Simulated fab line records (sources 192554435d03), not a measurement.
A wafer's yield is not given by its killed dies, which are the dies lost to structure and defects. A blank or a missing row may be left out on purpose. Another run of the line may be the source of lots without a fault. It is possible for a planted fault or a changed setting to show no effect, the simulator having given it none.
A lot that was struck, set against a sound lot ; flow n5Finfet ; 35 steps out of a route of 1938
Sound: these wafers, L653.4, L653.5, L653.6. Wafers struck: L642.3, L642.4, L642.5. At the end, the cause is stated.
At each step with rows: each side's tool, then ch and its chambers, then its first start. Under that, the readings that differ: sound wafers ; struck wafers ; difference of the means ; sigmas: that difference in standard deviations of wafers without a fault.
alike: same words and numbers on both sides, and readings whose means sit less than 2 such deviations apart. not compared: any withheld reading, any reading some wafer has no value for, any bound like >300 that may hide the same value, and any number with overlapping values for which the record gives no deviation.
Wherever a step has rows on one side only, a row that says differs or no value, or a row with sigmas, the two part there. Non-overlapping numbers with no deviation appear without sigmas and do not part them. A reading that every wafer of one side lacks parts them only if that side has two wafers or more.

first, 11 steps without rows for these wafers: N5_BEOL_M13_ETCH_68 (etches SOC in N2/H2, time 355 s); N5_BEOL_M13_STRIP_69 (strips in N2/H2); N5_BEOL_M13_TRENCH_ETCH_34 (etches SiOC in C4F8/O2/Ar, target depth 413.47 nm, time 162.6 s); N5_BEOL_M13_STRIP_70 (strips in C4F8/O2/Ar); N5_BEOL_M13_STRIP_37 (strips in N2/H2); N5_BEOL_M13_ETCH_38 (etches SiCN in CF4/N2, target depth 67.5 nm, time 71.9 s); N5_BEOL_M13_PRECLEAN_39 (cleans in residue remover, time 60 s); N5_BEOL_M13_SRD_40 (time 30 s, dry time 30 s); N5_BEOL_M13_DEGAS_41 (time 60 s); N5_BEOL_M13_PRE_CLEAN_42 (time 30 s); N5_BEOL_M13_SPUTTER_43 (material TaN, target thk 15 nm, time 24.19 s).
N5_BEOL_M13_SPUTTER_44: material Ta, target thk 10 nm, time 16.13 s.
  sound on pvdSputter-02 at day 15 19:21; struck on pvdSputter-01 at day 12 20:14
  alike: cathodeDcPowerW, throttleValvePct
then, 22 steps without rows for these wafers: N5_BEOL_M13_SPUTTER_45 (material Cu, target thk 80 nm, time 13.33 s); N5_BEOL_M13_ECD_47 (material Cu, target thk 936 nm); N5_BEOL_M13_ANNEAL_48 (time 90 s); N5_BEOL_M13_CMP_49 (polishes, stops on SiOC, t overpolish 17.1 s, target thk 420 nm); N5_BEOL_M13_PRE_CLEAN_52 (time 15 s); N5_BEOL_M13_DEP_53 (deposits SiCN from 3MS/NH3, target thk 50 nm, time 17.8 s); N5_BEOL_M14_ILD_DEP_00 (deposits SiO2 from TEOS/O2, target thk 1119.3 nm, time 237.4 s); N5_BEOL_M14_COAT_58 (time 60 s, resist thk 89 nm); N5_BEOL_M14_COAT_04 (resist thk 800 nm); N5_BEOL_M14_EBR_06; N5_BEOL_M14_SOFTBAKE_05 (time 60 s); N5_BEOL_M14_EXPOSE_07 (exposes mask V13); N5_BEOL_M14_PEB_08 (peb time 90 s); N5_BEOL_M14_DEVELOP_09 (develop time 45 s); N5_BEOL_M14_HARDBAKE_14 (time 120 s); N5_BEOL_M14_DESCUM_15 (chemistry O2, time 7.9 s); N5_BEOL_M14_ETCH_59 (etches BARC in N2/H2, target depth 89 nm, overetch 26.7 nm, time 67.9 s); N5_BEOL_M14_VIA_ETCH_16 (etches SiO2 in C4F8/O2/Ar, target depth 1231.3 nm); N5_BEOL_M14_STRIP_63 (strips in O2); N5_BEOL_M14_STRIP_64 (strips in O2); N5_BEOL_M14_STRIP_71 (strips in post etch residue remover, time 60 s); N5_BEOL_M14_SRD_72 (time 30 s, dry time 30 s).
N5_PASSIVATION_PROBE_49:
  rows exist in the record for the struck wafers here (prober-01, day 14 02:08), but not for the sound ones

WHERE THEY PART
Only at N5_PASSIVATION_PROBE_49, as far as this record shows.

WHY: whatever the simulator had introduced
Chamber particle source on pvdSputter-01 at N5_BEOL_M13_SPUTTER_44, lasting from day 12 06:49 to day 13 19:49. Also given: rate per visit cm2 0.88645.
